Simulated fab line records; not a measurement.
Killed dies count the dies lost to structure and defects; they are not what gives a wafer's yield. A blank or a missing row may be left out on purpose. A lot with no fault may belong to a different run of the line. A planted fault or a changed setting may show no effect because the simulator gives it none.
Which of the tools did it? / flow n5-finfet / 9 lots, 27 wafers sampled, at 5 steps of a route of 1938

== WHAT EACH GAUGE READ, for each wafer ==
N5_BEOL_M11_INSPECT_58: inspects for defects (darkfield).
lot=L553; measured=day 10 21:41; on=defect-inspect-02; raw-defect-count=77 65 74
lot=L559; measured=day 12 08:55; on=defect-inspect-02; raw-defect-count=64 37 50
lot=L563; measured=day 13 10:24; on=defect-inspect-01; raw-defect-count=100 62 550
lot=L566; measured=day 14 04:17; on=defect-inspect-01; raw-defect-count=83 570 136
lot=L572; measured=day 15 06:12; on=defect-inspect-01; raw-defect-count=48 31 40
lot=L569; measured=day 15 10:13; on=defect-inspect-01; raw-defect-count=74 96 46
lot=L573; measured=day 16 20:19; on=defect-inspect-01; raw-defect-count=54 33 110
lot=L576; measured=day 16 20:55; on=defect-inspect-01; raw-defect-count=104 87 150
lot=L575; measured=day 17 09:16; on=defect-inspect-02; raw-defect-count=78 43 96

== WHAT TOOL EACH LOT RAN ON (gives the tool, then ch and the chambers of the sampled wafers, and finally the start) ==
lot=L553; N5_BEOL_M11_ETCH_66=rie-diel-06 ch 0,1, day 10 18:00; N5_BEOL_M11_VIA_ETCH_34=rie-diel-06 ch 0,1, day 10 18:07; N5_BEOL_M11_ETCH_41=rie-diel-06 ch 0,1, day 10 21:14 or earlier; N5_BEOL_M11_CMP_52=cmp-04 ch 1,2, day 10 21:14
lot=L559; N5_BEOL_M11_ETCH_66=rie-diel-06 ch 0,2,3, day 12 05:51; N5_BEOL_M11_VIA_ETCH_34=rie-diel-06 ch 0,2,3, day 12 05:59; N5_BEOL_M11_ETCH_41=rie-diel-06 ch 0,2,3, day 12 08:28 or earlier; N5_BEOL_M11_CMP_52=cmp-04 ch 0,1, day 12 08:28
lot=L563; N5_BEOL_M11_ETCH_66=rie-diel-03 ch 2,3, day 13 06:30; N5_BEOL_M11_VIA_ETCH_34=rie-diel-03 ch 2,3, day 13 06:38; N5_BEOL_M11_ETCH_41=rie-diel-03 ch 2,3, day 13 10:02 or earlier; N5_BEOL_M11_CMP_52=cmp-04 ch 0,2,3, day 13 10:02
lot=L566; N5_BEOL_M11_ETCH_66=rie-diel-01 ch 0,1,2, day 14 00:31; N5_BEOL_M11_VIA_ETCH_34=rie-diel-01 ch 0,1,2, day 14 00:39; N5_BEOL_M11_ETCH_41=rie-diel-01 ch 0,1,2, day 14 03:53 or earlier; N5_BEOL_M11_CMP_52=cmp-04 ch 0,2,3, day 14 03:53
lot=L572; N5_BEOL_M11_ETCH_66=rie-diel-06 ch 1,2, day 15 03:11; N5_BEOL_M11_VIA_ETCH_34=rie-diel-06 ch 1,2, day 15 03:19; N5_BEOL_M11_ETCH_41=rie-diel-06 ch 1,2, day 15 05:47 or earlier; N5_BEOL_M11_CMP_52=cmp-01 ch 1,2,3, day 15 05:47
lot=L569; N5_BEOL_M11_ETCH_66=rie-diel-03 ch 0,1,3, day 15 05:53; N5_BEOL_M11_VIA_ETCH_34=rie-diel-03 ch 0,1,3, day 15 06:01; N5_BEOL_M11_ETCH_41=rie-diel-03 ch 0,1,3, day 15 09:46 or earlier; N5_BEOL_M11_CMP_52=cmp-01 ch 0,2, day 15 09:46
lot=L573; N5_BEOL_M11_ETCH_66=rie-diel-03 ch 0,1,2, day 16 16:46; N5_BEOL_M11_VIA_ETCH_34=rie-diel-03 ch 0,1,2, day 16 16:54; N5_BEOL_M11_ETCH_41=rie-diel-03 ch 0,1,2, day 16 19:55 or earlier; N5_BEOL_M11_CMP_52=cmp-01 ch 2,3, day 16 19:55
lot=L576; N5_BEOL_M11_ETCH_66=rie-diel-06 ch 0,1,2, day 16 17:45; N5_BEOL_M11_VIA_ETCH_34=rie-diel-06 ch 0,1,2, day 16 17:52; N5_BEOL_M11_ETCH_41=rie-diel-06 ch 0,1,2, day 16 20:28 or earlier; N5_BEOL_M11_CMP_52=cmp-04 ch 0,3, day 16 20:28
lot=L575; N5_BEOL_M11_ETCH_66=rie-diel-03 ch 0,1, day 17 04:28; N5_BEOL_M11_VIA_ETCH_34=rie-diel-03 ch 0,1, day 17 04:35; N5_BEOL_M11_ETCH_41=rie-diel-03 ch 0,1, day 17 08:52 or earlier; N5_BEOL_M11_CMP_52=cmp-01 ch 0,1, day 17 08:52
- N5_BEOL_M11_ETCH_66: etches SOC in N2/H2, target depth 120 nm, overetch 24 nm, time 180 s.
- N5_BEOL_M11_VIA_ETCH_34: etches SiCOH lowk in C4F6/O2, target depth 184.5 nm, time 69.2 s.
- N5_BEOL_M11_ETCH_41: etches SiCN in CH3F/O2, target depth 42.6 nm, time 86 s.
- N5_BEOL_M11_CMP_52: polishes, stops on SiCOH lowk, t overpolish 7 s, target thk 140 nm.

== THE ANSWER, worked out from the rows above alone ==
Rule: the lots themselves supply what counts as usual. The widest of any qualifying gaps counts: lots, ordered by their means at a reading, are off when they make up no more than a third of the lots, leave a main group of 4 or more, and stand apart from it by 3 or more times the standard deviation of that group's means. The tables above print the reading to a certain number of digits; a main group whose means all agree to those digits is not used. Also off: a lot with no number at a reading for which 4 or more lots have one. The other lots that the step has rows for count as sound.
Off, at N5_BEOL_M11_INSPECT_58 on raw-defect-count: L563, L566. For the main group the mean is 69 and the standard deviation 22.
A tool fits if, at a process step before that reading, it ran every lot that is off, and no sound lot after the first of them. The gauges at N5_BEOL_M11_INSPECT_58 are tried like those tools. With no start given for some of its lots, N5_BEOL_M11_ETCH_41 uses the hours and lot order of N5_BEOL_M11_CMP_52. No candidate that was tried fits.

== WHAT THE SIMULATOR HAD PUT IN ==
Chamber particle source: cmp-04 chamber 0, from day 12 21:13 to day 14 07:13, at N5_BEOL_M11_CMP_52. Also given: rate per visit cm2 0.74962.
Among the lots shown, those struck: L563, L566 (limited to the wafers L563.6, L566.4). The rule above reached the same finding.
